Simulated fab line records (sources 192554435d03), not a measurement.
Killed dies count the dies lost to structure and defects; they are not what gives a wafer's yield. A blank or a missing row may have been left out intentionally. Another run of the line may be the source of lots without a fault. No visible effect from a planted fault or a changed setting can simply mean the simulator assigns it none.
Chamber matching || flow n5-finfet || N5_BEOL_M0_SAQP_ETCH_49 on rie-diel-04: 4 sister chambers
The step etches SiO2 in CF4/O2, target depth 37 nm. 24 wafers are shown with their chamber, then 12 later ones without.

## WAFERS, EACH WITH ITS CHAMBER
{"wafer": "L074.1", "chamber": 2, "drypump-motor-current-A (A)": 6.2, "rf-vpp-V (V)": 240, "throttle-valve-pct (%)": 16.22}
{"wafer": "L074.3", "chamber": 3, "drypump-motor-current-A (A)": 5.3, "rf-vpp-V (V)": 243, "throttle-valve-pct (%)": 15.78}
{"wafer": "L074.5", "chamber": 1, "drypump-motor-current-A (A)": 6.5, "rf-vpp-V (V)": 256, "throttle-valve-pct (%)": 15.55}
{"wafer": "L075.3", "chamber": 1, "drypump-motor-current-A (A)": 6.5, "rf-vpp-V (V)": 256, "throttle-valve-pct (%)": 15.56}
{"wafer": "L075.4", "chamber": 0, "drypump-motor-current-A (A)": 5.6, "rf-vpp-V (V)": 236, "throttle-valve-pct (%)": 16.36}
{"wafer": "L075.6", "chamber": 3, "drypump-motor-current-A (A)": 5.3, "rf-vpp-V (V)": 244, "throttle-valve-pct (%)": 15.79}
{"wafer": "L077.1", "chamber": 2, "drypump-motor-current-A (A)": 6.1, "rf-vpp-V (V)": 241, "throttle-valve-pct (%)": 16.23}
{"wafer": "L077.3", "chamber": 3, "drypump-motor-current-A (A)": 5.3, "rf-vpp-V (V)": 244, "throttle-valve-pct (%)": 15.79}
{"wafer": "L077.5", "chamber": 0, "drypump-motor-current-A (A)": 5.6, "rf-vpp-V (V)": 236, "throttle-valve-pct (%)": 16.35}
{"wafer": "L081.2", "chamber": 1, "drypump-motor-current-A (A)": 6.5, "rf-vpp-V (V)": 257, "throttle-valve-pct (%)": 15.57}
{"wafer": "L081.4", "chamber": 3, "drypump-motor-current-A (A)": 5.3, "rf-vpp-V (V)": 243, "throttle-valve-pct (%)": 15.81}
{"wafer": "L081.5", "chamber": 0, "drypump-motor-current-A (A)": 5.5, "rf-vpp-V (V)": 236, "throttle-valve-pct (%)": 16.39}
{"wafer": "L082.2", "chamber": 2, "drypump-motor-current-A (A)": 6.1, "rf-vpp-V (V)": 241, "throttle-valve-pct (%)": 16.24}
{"wafer": "L082.4", "chamber": 3, "drypump-motor-current-A (A)": 5.3, "rf-vpp-V (V)": 243, "throttle-valve-pct (%)": 15.83}
{"wafer": "L082.6", "chamber": 2, "drypump-motor-current-A (A)": 6.1, "rf-vpp-V (V)": 241, "throttle-valve-pct (%)": 16.24}
{"wafer": "L085.3", "chamber": 3, "drypump-motor-current-A (A)": 5.3, "rf-vpp-V (V)": 244, "throttle-valve-pct (%)": 15.82}
{"wafer": "L085.5", "chamber": 1, "drypump-motor-current-A (A)": 6.5, "rf-vpp-V (V)": 256, "throttle-valve-pct (%)": 15.58}
{"wafer": "L085.6", "chamber": 2, "drypump-motor-current-A (A)": 6.1, "rf-vpp-V (V)": 240, "throttle-valve-pct (%)": 16.24}
{"wafer": "L087.2", "chamber": 1, "drypump-motor-current-A (A)": 6.5, "rf-vpp-V (V)": 257, "throttle-valve-pct (%)": 15.58}
{"wafer": "L087.4", "chamber": 1, "drypump-motor-current-A (A)": 6.5, "rf-vpp-V (V)": 257, "throttle-valve-pct (%)": 15.58}
{"wafer": "L087.6", "chamber": 3, "drypump-motor-current-A (A)": 5.3, "rf-vpp-V (V)": 244, "throttle-valve-pct (%)": 15.83}
{"wafer": "L088.2", "chamber": 2, "drypump-motor-current-A (A)": 6.1, "rf-vpp-V (V)": 241, "throttle-valve-pct (%)": 16.27}
{"wafer": "L088.3", "chamber": 3, "drypump-motor-current-A (A)": 5.3, "rf-vpp-V (V)": 243, "throttle-valve-pct (%)": 15.85}
{"wafer": "L088.5", "chamber": 1, "drypump-motor-current-A (A)": 6.5, "rf-vpp-V (V)": 257, "throttle-valve-pct (%)": 15.61}

SIGNATURES, as means of the wafers listed above
{"reading": "drypump-motor-current-A", "chamber 0": 5.567, "chamber 1": 6.500, "chamber 2": 6.117, "chamber 3": 5.300, "scatter within a chamber": 0.0274}
{"reading": "rf-vpp-V", "chamber 0": 236.00, "chamber 1": 256.57, "chamber 2": 240.67, "chamber 3": 243.50, "scatter within a chamber": 0.502}
{"reading": "throttle-valve-pct", "chamber 0": 16.3667, "chamber 1": 15.5757, "chamber 2": 16.2400, "chamber 3": 15.8125, "scatter within a chamber": 0.0207}
Rule: a wafer lies at a distance from a chamber equal to the root of the sum of squares, over the readings, of (its reading less the chamber's mean, divided by the reading's scatter). If the next closest chamber is less than 2 further off than the closest, the wafer can't be placed; otherwise it belongs to the closest. The scatter: the root of (the sum of the squares of (reading less its chamber's mean) over the shown wafers, divided by (wafers less chambers)).

## WAFERS WITHOUT THEIR CHAMBER
{"wafer": "L090.1", "drypump-motor-current-A (A)": 5.2, "rf-vpp-V (V)": 243, "throttle-valve-pct (%)": 15.84}
{"wafer": "L090.5", "drypump-motor-current-A (A)": 6.1, "rf-vpp-V (V)": 241, "throttle-valve-pct (%)": 16.26}
{"wafer": "L090.6", "drypump-motor-current-A (A)": 6.5, "rf-vpp-V (V)": 257, "throttle-valve-pct (%)": 15.61}
{"wafer": "L092.2", "drypump-motor-current-A (A)": 5.3, "rf-vpp-V (V)": 243, "throttle-valve-pct (%)": 15.85}
{"wafer": "L092.5", "drypump-motor-current-A (A)": 5.3, "rf-vpp-V (V)": 243, "throttle-valve-pct (%)": 15.84}
{"wafer": "L092.6", "drypump-motor-current-A (A)": 6.1, "rf-vpp-V (V)": 241, "throttle-valve-pct (%)": 16.26}
{"wafer": "L093.3", "drypump-motor-current-A (A)": 6.1, "rf-vpp-V (V)": 240, "throttle-valve-pct (%)": 16.29}
{"wafer": "L093.4", "drypump-motor-current-A (A)": 6.5, "rf-vpp-V (V)": 259, "throttle-valve-pct (%)": 15.61}
{"wafer": "L093.5", "drypump-motor-current-A (A)": 5.3, "rf-vpp-V (V)": 245, "throttle-valve-pct (%)": 15.84}
{"wafer": "L096.1", "drypump-motor-current-A (A)": 5.6, "rf-vpp-V (V)": 237, "throttle-valve-pct (%)": 15.91}
{"wafer": "L096.2", "drypump-motor-current-A (A)": 6.1, "rf-vpp-V (V)": 240, "throttle-valve-pct (%)": 16.28}
{"wafer": "L096.3", "drypump-motor-current-A (A)": 5.3, "rf-vpp-V (V)": 244, "throttle-valve-pct (%)": 15.87}

## THE CHAMBER EACH PASSED THROUGH
{"wafer": "L090.1", "from the rows above": 3, "in truth": 3}
{"wafer": "L090.5", "from the rows above": 2, "in truth": 2}
{"wafer": "L090.6", "from the rows above": 1, "in truth": 1}
{"wafer": "L092.2", "from the rows above": 3, "in truth": 3}
{"wafer": "L092.5", "from the rows above": 3, "in truth": 3}
{"wafer": "L092.6", "from the rows above": 2, "in truth": 2}
{"wafer": "L093.3", "from the rows above": 2, "in truth": 2}
{"wafer": "L093.4", "from the rows above": 1, "in truth": 1}
{"wafer": "L093.5", "from the rows above": 3, "in truth": 3}
{"wafer": "L096.1", "from the rows above": 3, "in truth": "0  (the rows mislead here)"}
{"wafer": "L096.2", "from the rows above": 2, "in truth": 2}
{"wafer": "L096.3", "from the rows above": 3, "in truth": 3}
Correctly placed: 11 of 12. Not placeable from these rows: 0. Placed wrongly: 1.
